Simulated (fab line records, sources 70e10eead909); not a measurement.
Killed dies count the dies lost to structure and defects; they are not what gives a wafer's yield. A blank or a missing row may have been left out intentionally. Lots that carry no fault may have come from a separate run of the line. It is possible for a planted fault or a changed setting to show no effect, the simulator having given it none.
What tool caused it? :: flow nandHarc :: 11 lots, 33 wafers sampled, at 5 steps of a route of 1302

WHAT EACH GAUGE READ, for each wafer
NHARC_END_SORT_01.
lot: L590
measured: day 30 08:06
on: prober-01
killedAtArray: 175 36 25

lot: L592
measured: day 31 16:23
on: prober-02
killedAtArray: 42 40 276

WHICH TOOL RAN EACH LOT (tool, then ch and the chambers of the sampled wafers, then the start)
lot: L575
NHARC_A_CONTACT_ETCH_30: rieDiel-01 ch 0,2,3, day 22 15:28 or earlier
NHARC_A_CONTACT_ETCH_139: harCapEtch-03 ch 0,1, day 22 15:28
NHARC_A_CONTACT_ETCH_98: rieDiel-01 ch 0,3, day 22 16:10
NHARC_A_CONTACT_CMP_20: cmp-02 ch 0,1, day 22 18:17

lot: L580
NHARC_A_CONTACT_ETCH_30: rieDiel-01 ch 0,3, day 23 08:40 or earlier
NHARC_A_CONTACT_ETCH_139: harCapEtch-03 ch 0,1, day 23 08:40
NHARC_A_CONTACT_ETCH_98: rieDiel-01 ch 0,1, day 23 09:45
NHARC_A_CONTACT_CMP_20: cmp-04 ch 0,1,3, day 23 11:59

lot: L578
NHARC_A_CONTACT_ETCH_30: rieDiel-01 ch 0,1, day 23 10:03 or earlier
NHARC_A_CONTACT_ETCH_139: harCapEtch-02 ch 0,1, day 23 10:03
NHARC_A_CONTACT_ETCH_98: rieDiel-01 ch 0,3, day 23 10:55
NHARC_A_CONTACT_CMP_20: cmp-03 ch 0,2,3, day 23 14:11

lot: L581
NHARC_A_CONTACT_ETCH_30: rieDiel-04 ch 2,3, day 24 07:56 or earlier
NHARC_A_CONTACT_ETCH_139: harCapEtch-03 ch 0,1, day 24 07:56
NHARC_A_CONTACT_ETCH_98: rieDiel-07 ch 1,2, day 24 08:33
NHARC_A_CONTACT_CMP_20: cmp-04 ch 1,2,3, day 24 10:43

lot: L583
NHARC_A_CONTACT_ETCH_30: rieDiel-01 ch 0,1,3, day 24 21:03 or earlier
NHARC_A_CONTACT_ETCH_139: harCapEtch-03 ch 0,1, day 24 21:03
NHARC_A_CONTACT_ETCH_98: rieDiel-01 ch 0,2,3, day 24 21:45
NHARC_A_CONTACT_CMP_20: cmp-03 ch 0,2,3, day 24 23:54

lot: L584
NHARC_A_CONTACT_ETCH_30: rieDiel-04 ch 0,1,3, day 26 05:49 or earlier
NHARC_A_CONTACT_ETCH_139: harCapEtch-01 ch 0,1, day 26 05:49
NHARC_A_CONTACT_ETCH_98: rieDiel-04 ch 0,2,3, day 26 06:31
NHARC_A_CONTACT_CMP_20: cmp-03 ch 0,2,3, day 26 08:49

lot: L585
NHARC_A_CONTACT_ETCH_30: rieDiel-01 ch 0,2, day 26 09:17 or earlier
NHARC_A_CONTACT_ETCH_139: harCapEtch-01 ch 0,1, day 26 09:17
NHARC_A_CONTACT_ETCH_98: rieDiel-01 ch 2,3, day 26 10:01
NHARC_A_CONTACT_CMP_20: cmp-02 ch 0,2, day 26 12:14

lot: L586
NHARC_A_CONTACT_ETCH_30: rieDiel-04 ch 0,1,2, day 26 19:24 or earlier
NHARC_A_CONTACT_ETCH_139: harCapEtch-01 ch 0,1, day 26 19:24
NHARC_A_CONTACT_ETCH_98: rieDiel-01 ch 0,2, day 26 20:04
NHARC_A_CONTACT_CMP_20: cmp-04 ch 1,2, day 26 22:20

lot: L590
NHARC_A_CONTACT_ETCH_30: rieDiel-01 ch 0,1,3, day 28 08:04 or earlier
NHARC_A_CONTACT_ETCH_139: harCapEtch-03 ch 0,1, day 28 08:04
NHARC_A_CONTACT_ETCH_98: rieDiel-01 ch 0,2,3, day 28 08:46
NHARC_A_CONTACT_CMP_20: cmp-02 ch 1,2,3, day 28 10:54

lot: L592
NHARC_A_CONTACT_ETCH_30: rieDiel-01 ch 1,2,3, day 29 16:02 or earlier
NHARC_A_CONTACT_ETCH_139: harCapEtch-01 ch 0,1, day 29 16:02
NHARC_A_CONTACT_ETCH_98: rieDiel-01 ch 0,1,3, day 29 16:38
NHARC_A_CONTACT_CMP_20: cmp-03 ch 0,1,2, day 29 18:46

lot: L598
NHARC_A_CONTACT_ETCH_30: rieDiel-07 ch 2,3, day 33 00:55 or earlier
NHARC_A_CONTACT_ETCH_139: harCapEtch-03 ch 0,1, day 33 00:55
NHARC_A_CONTACT_ETCH_98: rieDiel-04 ch 0,1,3, day 33 01:39
NHARC_A_CONTACT_CMP_20: cmp-02 ch 0,1,3, day 33 03:50
- NHARC_A_CONTACT_ETCH_30: etches the open film in CF4/CHF3, target depth 72.6 nm, time 36.3 s.
- NHARC_A_CONTACT_ETCH_139: etches the open film in C4F8/O2/Ar, time 195 s, target depth 840 nm.
- NHARC_A_CONTACT_ETCH_98: etches the open film in C4F6/O2, target depth 20 nm, time 10 s.
- NHARC_A_CONTACT_CMP_20: polishes, t overpolish 30 s, target thk 300 nm.

THE ANSWER, worked out from the rows above alone
Rule: the lots themselves supply what counts as usual. The widest of any qualifying gaps counts: lots, ordered by their means at a reading, are off when they make up no more than a third of the lots, leave a main group of 4 or more, and stand apart from it by 3 or more times the standard deviation of that group's means. Not used: any main group whose means are identical at the precision the tables above print for the reading. Also off: a lot with no number at a reading for which 4 or more lots have one. Any other lot the step has rows for is counted as sound.
No lot is off on any of the readings shown, so nothing can be concluded from this.

WHAT THE SIMULATOR PUT IN
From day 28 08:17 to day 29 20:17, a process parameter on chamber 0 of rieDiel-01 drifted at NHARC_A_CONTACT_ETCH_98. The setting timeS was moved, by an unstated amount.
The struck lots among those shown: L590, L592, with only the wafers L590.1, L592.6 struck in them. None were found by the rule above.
